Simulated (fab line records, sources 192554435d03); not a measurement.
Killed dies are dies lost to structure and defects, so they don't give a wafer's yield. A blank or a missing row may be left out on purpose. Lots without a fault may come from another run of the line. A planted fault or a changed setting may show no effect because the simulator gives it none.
Chamber matching | flow n5_finfet | N5_BEOL_M4_ETCH_70 on rie_diel-03: 4 sister chambers
The step etches SOC in N2/H2, target depth 80 nm, overetch 24 nm, time 130 s. 4 wafers are shown with their chamber, then 11 later ones without.

WAFERS WITH THEIR CHAMBER
wafer  | chamber | showerhead_plenum_p_Torr (Torr)
L087.1 | 1       | 2.60
L087.5 | 3       | 2.47
L087.6 | 2       | 2.43
L089.2 | 0       | 2.44

WAFERS WITHOUT THEIR CHAMBER
wafer  | showerhead_plenum_p_Torr (Torr)
L089.5 | 2.47
L089.6 | 2.43
L090.1 | 2.44
L090.3 | 2.43
L090.4 | 2.59
L091.1 | 2.47
L091.2 | 2.59
L091.6 | 2.43
L095.1 | 2.59
L095.2 | 2.43
L095.6 | 2.59

WHICH CHAMBER EACH WENT THROUGH
wafer  | from the rows above     | in truth
L089.5 | 3                       | 3
L089.6 | can't be placed: 2 or 0 | 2
L090.1 | can't be placed: 0 or 2 | 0
L090.3 | can't be placed: 2 or 0 | 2
L090.4 | 1                       | 1
L091.1 | 3                       | 3
L091.2 | 1                       | 1
L091.6 | can't be placed: 2 or 0 | 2
L095.1 | 1                       | 1
L095.2 | can't be placed: 2 or 0 | 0
L095.6 | 1                       | 1
Placed correctly: 6 of 11. Can't be placed from these rows: 5 (the true chamber is among the candidates in 5). Placed wrongly: 0.
How it was worked out, from the rows above alone: a wafer's distance from a chamber is the root of the sum, over the readings, of the square of ((its reading less the chamber's mean) divided by the reading's scatter). The wafer belongs to the nearest chamber; if the next one is less than 2 further off, it can't be placed. A chamber's mean is the mean of its shown wafers. The scatter: with one shown wafer a chamber, the root of the mean of the squares of how far each hidden wafer lies from its nearest shown one.
